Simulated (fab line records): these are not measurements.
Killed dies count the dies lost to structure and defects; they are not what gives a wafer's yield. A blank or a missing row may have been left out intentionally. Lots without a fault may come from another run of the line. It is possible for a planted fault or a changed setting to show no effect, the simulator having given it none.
Chamber matching | flow n5Finfet | rieDiel-05 running N5_BEOL_M9_VIA_ETCH_34: 4 sister chambers
The step etches SiCOH lowk in C4F6/O2, target depth 182.4 nm, time 68.4 s. 4 wafers are shown with their chamber, then 7 later ones without.

== WAFERS, EACH WITH ITS CHAMBER ==
wafer  | chamber | throttleValvePct (%)
L084.6 | 2       | 21.46
L086.3 | 0       | 21.06
L087.2 | 3       | 20.80
L087.4 | 1       | 20.85

== WAFERS WITHOUT THEIR CHAMBER ==
wafer  | throttleValvePct (%)
L087.6 | 21.08
L091.2 | 21.50
L091.3 | 20.80
L091.4 | 20.87
L095.1 | 20.88
L095.3 | 20.80
L095.4 | 20.70

== THE CHAMBER EACH PASSED THROUGH ==
wafer  | from the rows above     | in truth
L087.6 | 0                       | 0
L091.2 | 2                       | 2
L091.3 | can't be placed: 3 or 1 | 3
L091.4 | can't be placed: 1 or 3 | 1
L095.1 | can't be placed: 1 or 3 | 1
L095.3 | can't be placed: 3 or 1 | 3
L095.4 | can't be placed: 3 or 1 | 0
Placed correctly: 2 of 7. Cannot be placed on the basis of these rows: 5; the candidates contain the true chamber in 4. Placed wrongly: 0.
How it was worked out, from the rows above alone: a wafer's distance from a chamber is the root of the sum, over the readings, of the square of ((its reading less the chamber's mean) divided by the reading's scatter). The wafer belongs to the nearest chamber; if the next one is less than 2 further off, it can't be placed. The mean given for a chamber averages the wafers shown for that chamber. The scatter (one wafer shown for each chamber): square how far every hidden wafer sits from the nearest shown wafer, average those squares and take the square root.
